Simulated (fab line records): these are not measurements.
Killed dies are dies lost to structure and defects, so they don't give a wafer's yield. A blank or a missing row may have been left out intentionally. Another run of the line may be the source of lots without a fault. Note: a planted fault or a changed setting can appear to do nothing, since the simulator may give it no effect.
A lot that was struck, set against a sound lot	flow nand harc	14 steps out of a route of 1302
Sound: wafers L458.3, L458.5, L458.6. Struck: wafer L470.3. (L470.1, L470.2 of the same lot were not struck and are left out.) The cause comes at the end.
For every step that has rows: the tool of each side, followed by ch and its chambers, followed by its first start. Under that, the readings that differ: sound wafers	struck wafers	difference of the means	sigmas: that difference in standard deviations of wafers without a fault.
alike: words and numbers the same on both sides, and readings whose means are apart by under 2 such deviations; not compared: readings that were withheld, readings missing a value for some wafer, numbers with overlapping values and no deviation given by the record, and bounds like >300 which may hide the same value.
Wherever a step has rows on one side only, a row that says differs or no value, or a row with sigmas, the two part there. Non-overlapping numbers with no deviation appear without sigmas and do not part them. Lack of a reading on every wafer of one side parts them only where that side has two or more wafers.

NHARC_A_STAIRCASE_TRIM_222: chemistry O2, time 211.2 s.
  sound: rie diel-07 ch 0,1,2; struck: rie diel-10 ch 0
  alike: drypump motor current A, oes product au, rf vpp V, showerhead plenum p Torr, throttle valve pct
  not compared: rf hours counter h
NHARC_A_STAIRCASE_ETCH_223: etches the open film in C4F8/O2, target depth 100 nm, time 40.5 s.
  sound: rie diel-07 ch 0,1,2; struck: rie diel-10 ch 1
  alike: oes product au, rf vpp V
  not compared: rf hours counter h
then, 1 step without rows for these wafers: NHARC_A_STAIRCASE_TRIM_224 (chemistry O2, time 211.2 s).
NHARC_A_STAIRCASE_ETCH_225: etches the open film in C4F8/O2, target depth 100 nm, time 40.5 s.
  sound: rie diel-07 ch 0,2; struck: rie diel-10 ch 2
  alike: oes product au, rf vpp V
  not compared: rf hours counter h
then, 5 steps without rows for these wafers: NHARC_A_STAIRCASE_TRIM_226 (chemistry O2, time 211.2 s); NHARC_A_STAIRCASE_ETCH_227 (etches the open film in C4F8/O2, target depth 100 nm, time 40.5 s); NHARC_A_STAIRCASE_TRIM_229 (chemistry O2, time 211.2 s); NHARC_A_STAIRCASE_ETCH_230 (etches the open film in C4F8/O2, target depth 100 nm, time 40.5 s); NHARC_A_STAIRCASE_TRIM_231 (chemistry O2, time 211.2 s).
NHARC_A_STAIRCASE_ETCH_232: etches the open film in C4F8/O2, target depth 100 nm, time 40.5 s.
  sound: rie diel-04 ch 0,3; struck: rie diel-07 ch 1
reading	sound	struck	difference	sigmas
oes product au (a.u.)	0.936 0.947 0.942	0.964	+0.022	+2
  alike: rf vpp V
  not compared: rf hours counter h
then, 1 step without rows for these wafers: NHARC_A_STAIRCASE_TRIM_233 (chemistry O2, time 211.2 s).
NHARC_A_STAIRCASE_ETCH_234: etches the open film in C4F8/O2, target depth 100 nm, time 40.5 s.
  sound on rie diel-04 ch 0,1,3, day 18 20:46; struck on rie diel-07 ch 1, day 24 05:16
reading	sound	struck	difference	sigmas
oes product au (a.u.)	0.939 0.951 0.958	0.803	-0.146	-15
  alike: rf vpp V
  not compared: rf hours counter h
NHARC_A_STAIRCASE_TRIM_235: chemistry O2, time 211.2 s.
  sound: rie diel-04 ch 0,1; struck: rie diel-07 ch 2
reading	sound	struck	difference	sigmas
drypump motor current A (A)	4.6 4.9 4.6	5.9	+1.2	+2
  alike: oes product au, rf vpp V, showerhead plenum p Torr, throttle valve pct
  not compared: rf hours counter h
-- break in the record here, with 8 days between the starts of the struck wafers on either side (left off in module A_STAIRCASE, picked up again in module END, where the first step shown is number 1302 on the route) --
NHARC_END_SORT_01:
  the record has rows for the struck wafers here (prober-01 ch 0, day 32 09:08) and none for the sound ones

WHERE THEY PART
Last at NHARC_END_SORT_01 as far as this record goes, first at NHARC_A_STAIRCASE_ETCH_232.

WHY: whatever the simulator had introduced
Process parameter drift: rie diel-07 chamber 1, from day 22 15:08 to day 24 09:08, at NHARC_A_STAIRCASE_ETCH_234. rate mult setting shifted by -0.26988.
